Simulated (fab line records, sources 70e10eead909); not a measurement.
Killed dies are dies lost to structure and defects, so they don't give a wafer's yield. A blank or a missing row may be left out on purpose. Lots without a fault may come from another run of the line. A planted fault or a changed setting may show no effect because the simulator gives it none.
fab line records | flow nand_harc
record lots=6 wafers=18 last_day=33
route steps=1302 shown A_ONON_D1@426 END@1302
lots that met no fault: from a run of the same line without faults
start_h: hours from the record's first day to the start of the lot's first wafer shown | wait_h: hours since the lot's step before | " the same as in the row above | L1.1+2: a row that stands for several wafers | - no value, or no start given | * or withheld: withheld | < > ~ a bound
route shown NAME@n: a module of which the file shows steps, and the number in the route of the first | usual: mean/standard deviation of fault-free wafers | same: alike in all rows | chamber/n: place in a boat | sites: the reading at each site | _std_site: their standard deviation | _edge_site: outer sites' mean less inner sites' | radius_mm: how far each site lies from the wafer's centre | mask NAME#n: copy n | behind: the tool/chamber that last shaped the wafer | hold: why the lot was held/for how many hours/how that ended | device: the transistor (n, p or np) that didn't switch | end of line: the same wafers' tests at the end of the route | a step without rows: its recipe alone | killed: dies lost to structure and defects at the first sort, not the wafer's yield | map: a wafer's dies, x killed, . not, _ none there
set.NAME: the setting as run; set.NAME@STEP: as run at that earlier step | model.NAME: the simulator's own value behind a step, which no gauge read
lots at some steps of the route; a table a step, a row a wafer
services: from which hour (start_h, from the record's first day; less than 0 if before it) a tool's chamber was out of use, for how many hours, and why
## steps
# step NHARC_A_ONON_D1_DEP_03
# recipe target_thk_a=10000 n2_flow_sccm=2750 n2o_flow_sccm=2000 nh3_flow_sccm=500 sih4_flow_sccm=210 temp_c=400
# step NHARC_A_ONON_D1_THK_MEAS_05
# recipe thk_meas_gauge=ellipsometry
# usual thk_nm=1003/7.6
# columns lot.wafer tool chamber start_h wait_h thk_nm
L350.2 film_metro-02 - 213.62 - 1008
L350.3 " - " " 1007
L350.5 " - " " 1007
L351.1 film_metro-01 - 213.76 - 991
L351.5 " - " " 991
L351.6 " - " " 990
L353.3 film_metro-01 - 244.02 - 1011
L353.5 " - " " 1009
L353.6 " - " " 1010
L361.1 film_metro-02 - 319.83 - 990
L361.2 " - " " 991
L361.4 " - " " 990
L362.1 film_metro-02 - 335.01 - 1000
L362.5 " - " " 1000
L362.6 " - " " 1000
L364.1 film_metro-01 - 355.75 - 1010
L364.3 " - " " 1011
L364.6 " - " " 1009
# step NHARC_A_ONON_D1_DEP_06
# recipe target_thk_a=10000 n2_flow_sccm=2750 n2o_flow_sccm=2000 nh3_flow_sccm=500 sih4_flow_sccm=210 temp_c=400
# step NHARC_A_ONON_D1_THK_MEAS_08
# recipe thk_meas_gauge=ellipsometry
# usual thk_nm=1002/8.4
# columns lot.wafer tool chamber start_h wait_h thk_nm
L350.2 film_metro-02 - 214.19 - 994
L350.3 " - " " 994
L350.5 " - " " 992
L351.1 film_metro-01 - 214.32 - 1004
L351.5 " - " " 1004
L351.6 " - " " 1003
L353.3 film_metro-02 - 244.58 - 1010
L353.5 " - " " 1010
L353.6 " - " " 1012
L361.1 film_metro-01 - 320.40 - 1018
L361.2 " - " " 1018
L361.4 " - " " 1018
L362.1 film_metro-02 - 335.58 - 997
L362.5 " - " " 995
L362.6 " - " " 999
L364.1 film_metro-01 - 356.32 - 1012
L364.3 " - " " 1012
L364.6 " - " " 1011
# step NHARC_A_ONON_D1_DEP_09
# recipe target_thk_a=10000 n2_flow_sccm=2750 n2o_flow_sccm=2000 nh3_flow_sccm=500 sih4_flow_sccm=210 temp_c=400
# step NHARC_A_ONON_D1_THK_MEAS_11
# recipe thk_meas_gauge=ellipsometry
# usual thk_nm=1001/11
# columns lot.wafer tool chamber start_h wait_h thk_nm
L350.2 film_metro-01 - 214.75 - 1009
L350.3 " - " " 1010
L350.5 " - " " 1010
L351.1 film_metro-02 - 214.89 - 997
L351.5 " - " " 997
L351.6 " - " " 998
L353.3 film_metro-02 - 245.14 - 992
L353.5 " - " " 992
L353.6 " - " " 990
L361.1 film_metro-02 - 320.96 - 1009
L361.2 " - " " 1008
L361.4 " - " " 1008
L362.1 film_metro-01 - 336.14 - 1009
L362.5 " - " " 1009
L362.6 " - " " 1008
L364.1 film_metro-01 - 356.89 - 1004
L364.3 " - " " 1002
L364.6 " - " " 1004
# step NHARC_A_ONON_D1_DEP_12
# recipe target_thk_a=10000 n2_flow_sccm=2750 n2o_flow_sccm=2000 nh3_flow_sccm=500 sih4_flow_sccm=210 temp_c=400
# step NHARC_A_ONON_D1_THK_MEAS_14
# recipe thk_meas_gauge=ellipsometry
# usual thk_nm=1000/8.7
# columns lot.wafer tool chamber start_h wait_h thk_nm
L350.2 film_metro-02 - 215.32 - 973
L350.3 " - " " 974
L350.5 " - " " 972
L351.1 film_metro-02 - 215.46 - 1019
L351.5 " - " " 1019
L351.6 " - " " 1019
L353.3 film_metro-02 - 245.70 - 1003
L353.5 " - " " 1001
L353.6 " - " " 1000
L361.1 film_metro-01 - 321.52 - 1001
L361.2 " - " " 1001
L361.4 " - " " 1001
L362.1 film_metro-02 - 336.71 - 988
L362.5 " - " " 987
L362.6 " - " " 987
L364.1 film_metro-01 - 357.46 - 994
L364.3 " - " " 994
L364.6 " - " " 994
# step NHARC_A_ONON_D1_ANNEAL_15
# recipe temp_c=750 time_s=3600
# step NHARC_A_ONON_D1_DEP_16
# recipe target_thk_a=10000 n2_flow_sccm=2750 n2o_flow_sccm=2000 nh3_flow_sccm=500 sih4_flow_sccm=210 temp_c=400
# step NHARC_A_ONON_D1_THK_MEAS_18
# recipe thk_meas_gauge=ellipsometry
# usual thk_nm=1003/9.7
# columns lot.wafer tool chamber start_h wait_h thk_nm
L351.1 film_metro-01 - 240.23 - 1005
L351.5 " - " " 1005
L351.6 " - " " 1004
L350.2 film_metro-02 - 240.23 - 1002
L350.3 " - " " 999
L350.5 " - " " 999
L353.3 film_metro-01 - 253.83 - 1014
L353.5 " - " " 1011
L353.6 " - " " 1014
L361.1 film_metro-02 - 329.32 - 1002
L361.2 " - " " 1002
L361.4 " - " " 1002
L362.1 film_metro-01 - 344.75 - 1015
L362.5 " - " " 1016
L362.6 " - " " 1016
L364.1 film_metro-01 - 365.25 - 1016
L364.3 " - " " 1017
L364.6 " - " " 1019
# step NHARC_A_ONON_D1_DEP_19
# recipe target_thk_a=10000 n2_flow_sccm=2750 n2o_flow_sccm=2000 nh3_flow_sccm=500 sih4_flow_sccm=210 temp_c=400
# columns lot.wafer tool chamber start_h wait_h
L351.1+5+6 pecvd_onon-02 0 240.28 0.1
L350.2+3+5 pecvd_onon-01 0 240.34 0.1
L353.3+5+6 pecvd_onon-03 0 254.00 0.2
L361.1+2+4 pecvd_onon-03 0 329.38 0.1
L362.1+5+6 pecvd_onon-01 0 344.81 0.1
L364.1+3+6 pecvd_onon-01 0 365.31 0.1
# step NHARC_A_ONON_D1_THK_MEAS_21
# recipe thk_meas_gauge=ellipsometry
# usual thk_nm=1000/8.8
# columns lot.wafer tool chamber start_h wait_h hold thk_nm
L351.1 film_metro-02 - 240.79 - - 1008
L351.5 " - " " - 1009
L351.6 " - " " - 1006
L350.2 film_metro-01 - 240.79 - - 998
L350.3 " - " " - 998
L350.5 " - " " - 998
L353.3 film_metro-01 - 254.40 - - 1000
L353.5 " - " " - 1000
L353.6 " - " " - 1000
L361.1 film_metro-01 - 329.89 - - 1006
L361.2 " - " " - 1006
L361.4 " - " " - 1007
L362.1 film_metro-01 - 345.31 - await_dispo/0.2h/release 632
L362.5 " - " " await_dispo/0.2h/release 631
L362.6 " - " " await_dispo/0.2h/release 632
L362.1 film_metro-01 - 345.48 0.2 - 631
L362.5 " - " " - 631
L362.6 " - " " - 632
L364.1 film_metro-02 - 365.84 - await_dispo/0.2h/release 611
L364.3 " - " " await_dispo/0.2h/release 609
L364.6 " - " " await_dispo/0.2h/release 609
L364.1 film_metro-02 - 366.01 0.2 - 613
L364.3 " - " " - 612
L364.6 " - " " - 610
# step NHARC_END_SORT_01
# recipe temp_c=25
# usual killed_at_array=62/18 killed_at_other=0.9/1.2 killed_at_periphery=4.2/2.9 killed_dies=67/17 killed_open=3.6/1.9 killed_short=2.5/1.6
# same gross_dies=677
# columns lot.wafer tool chamber start_h wait_h killed_at_array killed_at_other killed_at_periphery killed_dies killed_open killed_short
L351.1 prober-01 0 626.65 2.5 51 3 1 55 1 3
L351.5 prober-01 0 629.85 3.7 56 1 3 60 3 3
L351.6 prober-01 0 630.65 4.0 58 2 2 62 4 6
L362.1 prober-02 0 753.92 2.5 668 1 8 677 5 0
L362.5 prober-02 0 757.15 3.7 668 1 8 677 3 3
L362.6 prober-02 0 757.96 4.0 662 2 13 677 2 5
L364.1 prober-01 0 782.94 2.5 675 0 2 677 2 2
L364.3 prober-01 0 784.58 3.1 674 0 3 677 4 1
L364.6 prober-01 0 787.03 4.1 675 0 2 677 5 1
# killed by level:class
L351.1 A_SLIT:chamber_film_flake=24 A_CONTACT:chamber_film_flake=14 A_CHANNEL_HOLE_D1:chamber_film_flake=5 A_CHANNEL_HOLE_D2:chamber_film_flake=4 THIN_TSV:chamber_film_flake=3 A_CHANNEL_FILL_D2:geometric_particle:short=2 A_WL_FILL:geometric_particle:short=1 A_WL_FILL:geometric_particle:open=1
L351.5 A_SLIT:chamber_film_flake=25 A_CHANNEL_HOLE_D2:chamber_film_flake=13 A_CONTACT:chamber_film_flake=10 A_CHANNEL_HOLE_D1:chamber_film_flake=3 P_M0:geometric_particle:short=2 A_CHANNEL_FILL_D2:geometric_particle:open=2 A_WL_FILL:geometric_particle:short=1 STARTING-WAFER:geometric_particle:open=1
L351.6 A_SLIT:chamber_film_flake=29 A_CONTACT:chamber_film_flake=9 A_CHANNEL_HOLE_D2:chamber_film_flake=6 A_CHANNEL_HOLE_D1:chamber_film_flake=5 THIN_TSV:chamber_film_flake=2 P_GATE:geometric_particle:open=1 P_M0:geometric_particle:short=1 A_CHANNEL_FILL_D2:geometric_particle:short=1
L362.1 A_ONON_D1:area_dep=631 A_CHANNEL_HOLE_D1:chamber_film_flake=16 A_SLIT:chamber_film_flake=6 A_STAIRCASE:chamber_film_flake=5 P_STI:chamber_film_flake=3 A_CHANNEL_HOLE_D2:chamber_film_flake=3 A_CHANNEL_FILL_D2:geometric_particle:open=2 P_CONTACT:chamber_film_flake=2
L362.5 A_ONON_D1:area_dep=627 A_CHANNEL_HOLE_D1:chamber_film_flake=20 A_SLIT:chamber_film_flake=8 P_GATE:chamber_film_flake=3 A_STAIRCASE:chamber_film_flake=3 A_CONTACT:chamber_film_flake=3 P_ZERO_WELL:chamber_film_flake=2 A_CHANNEL_HOLE_D2:chamber_film_flake=2
L362.6 A_ONON_D1:area_dep=633 A_CHANNEL_HOLE_D1:chamber_film_flake=11 A_SLIT:chamber_film_flake=9 P_ZERO_WELL:chamber_film_flake=4 P_GATE:chamber_film_flake=3 P_CONTACT:chamber_film_flake=2 A_CHANNEL_FILL_D1:chamber_film_flake=2 A_CHANNEL_HOLE_D2:chamber_film_flake=2
L364.1 A_ONON_D1:area_dep=630 A_CHANNEL_HOLE_D2:chamber_film_flake=25 A_ZERO_WELL:chamber_film_flake=5 A_SLIT:chamber_film_flake=5 A_CONTACT:chamber_film_flake=4 P_M0:geometric_particle:short=1 A_ONON_D2:geometric_particle:short=1 A_BLC:geometric_particle:open=1
L364.3 A_ONON_D1:area_dep=611 A_CHANNEL_HOLE_D2:chamber_film_flake=36 A_SLIT:chamber_film_flake=10 A_CONTACT:chamber_film_flake=5 A_ZERO_WELL:chamber_film_flake=3 P_M1:chamber_film_flake=2 A_CHANNEL_HOLE_D1:unspecified=2 A_ONON_D1:geometric_particle:open=1
L364.6 A_ONON_D1:area_dep=610 A_CHANNEL_HOLE_D2:chamber_film_flake=36 A_SLIT:chamber_film_flake=9 A_CHANNEL_HOLE_D1:unspecified=5 A_ZERO_WELL:chamber_film_flake=3 A_CONTACT:chamber_film_flake=3 A_BLC:geometric_particle:open=2 A_STAIRCASE:chamber_film_flake=2
# map L362.1 (x killed, . not)
____________x____________
_________xxxxxxx_________
_______xxxxxxxxxxx_______
______xxxxxxxxxxxxx______
_____xxxxxxxxxxxxxxx_____
____xxxxxxxxxxxxxxxxx____
____xxxxxxxxxxxxxxxxx____
___xxxxxxxxxxxxxxxxxxx___
___xxxxxxxxxxxxxxxxxxx___
__xxxxxxxxxxxxxxxxxxxxx__
__xxxxxxxxxxxxxxxxxxxxx__
_xxxxxxxxxxxxxxxxxxxxxxx_
_xxxxxxxxxxxxxxxxxxxxxxx_
_xxxxxxxxxxxxxxxxxxxxxxx_
_xxxxxxxxxxxxxxxxxxxxxxx_
_xxxxxxxxxxxxxxxxxxxxxxx_
xxxxxxxxxxxxxxxxxxxxxxxxx
xxxxxxxxxxxxxxxxxxxxxxxxx
xxxxxxxxxxxxxxxxxxxxxxxxx
xxxxxxxxxxxxxxxxxxxxxxxxx
xxxxxxxxxxxxxxxxxxxxxxxxx
_xxxxxxxxxxxxxxxxxxxxxxx_
_xxxxxxxxxxxxxxxxxxxxxxx_
_xxxxxxxxxxxxxxxxxxxxxxx_
_xxxxxxxxxxxxxxxxxxxxxxx_
_xxxxxxxxxxxxxxxxxxxxxxx_
__xxxxxxxxxxxxxxxxxxxxx__
__xxxxxxxxxxxxxxxxxxxxx__
___xxxxxxxxxxxxxxxxxxx___
___xxxxxxxxxxxxxxxxxxx___
____xxxxxxxxxxxxxxxxx____
____xxxxxxxxxxxxxxxxx____
_____xxxxxxxxxxxxxxx_____
______xxxxxxxxxxxxx______
_______xxxxxxxxxxx_______
_________xxxxxxx_________
____________x____________
# map L364.1 (x killed, . not)
____________x____________
_________xxxxxxx_________
_______xxxxxxxxxxx_______
______xxxxxxxxxxxxx______
_____xxxxxxxxxxxxxxx_____
____xxxxxxxxxxxxxxxxx____
____xxxxxxxxxxxxxxxxx____
___xxxxxxxxxxxxxxxxxxx___
___xxxxxxxxxxxxxxxxxxx___
__xxxxxxxxxxxxxxxxxxxxx__
__xxxxxxxxxxxxxxxxxxxxx__
_xxxxxxxxxxxxxxxxxxxxxxx_
_xxxxxxxxxxxxxxxxxxxxxxx_
_xxxxxxxxxxxxxxxxxxxxxxx_
_xxxxxxxxxxxxxxxxxxxxxxx_
_xxxxxxxxxxxxxxxxxxxxxxx_
xxxxxxxxxxxxxxxxxxxxxxxxx
xxxxxxxxxxxxxxxxxxxxxxxxx
xxxxxxxxxxxxxxxxxxxxxxxxx
xxxxxxxxxxxxxxxxxxxxxxxxx
xxxxxxxxxxxxxxxxxxxxxxxxx
_xxxxxxxxxxxxxxxxxxxxxxx_
_xxxxxxxxxxxxxxxxxxxxxxx_
_xxxxxxxxxxxxxxxxxxxxxxx_
_xxxxxxxxxxxxxxxxxxxxxxx_
_xxxxxxxxxxxxxxxxxxxxxxx_
__xxxxxxxxxxxxxxxxxxxxx__
__xxxxxxxxxxxxxxxxxxxxx__
___xxxxxxxxxxxxxxxxxxx___
___xxxxxxxxxxxxxxxxxxx___
____xxxxxxxxxxxxxxxxx____
____xxxxxxxxxxxxxxxxx____
_____xxxxxxxxxxxxxxx_____
______xxxxxxxxxxxxx______
_______xxxxxxxxxxx_______
_________xxxxxxx_________
____________x____________
## services
# columns tool chamber start_h hours kind
pecvd_onon-01 - 245.00 13.0 pm
pecvd_onon-02 - 342.00 13.0 pm
## key
first_sign step=NHARC_A_ONON_D1_THK_MEAS_21 reading=visit direction=added
effect step=NHARC_A_ONON_D1_THK_MEAS_21 reading=thk_nm direction=down sigmas=43 usual=1000 struck=621
effect step=NHARC_END_SORT_01 reading=killed_dies direction=up sigmas=35 usual=67 struck=677
more_kills_born_at NHARC_A_ONON_D1_DEP_19@pecvd_onon-01=3742
met_at NHARC_A_ONON_D1_DEP_19
struck_wafers L362.1,L362.5,L362.6,L364.1,L364.3,L364.6
later_rows_left_out L362.1,L362.5,L362.6,L364.1,L364.3,L364.6
tester_left_out L362,L364
onset_between 240.34 344.81
also_fits time
fault kind=process_parameter_drift tool=pecvd_onon-01 chamber=- onset_h=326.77 steps=NHARC_A_ONON_D1_DEP_19 channel=target_thk_a offset=* shape=step end_h=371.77 acts_in=* stated=*
# tester_left_out: of these lots the tester's yield and bins aren't shown, on N5 and GAA mostly nor the transistor test; their killed dies are dies lost to structure and defects alone, not to doping, threshold or leakage, so they don't give the yield
# later_rows_left_out: the simulator's readings of these wafers behind a module that went badly wrong aren't trusted and aren't shown, but for the sort
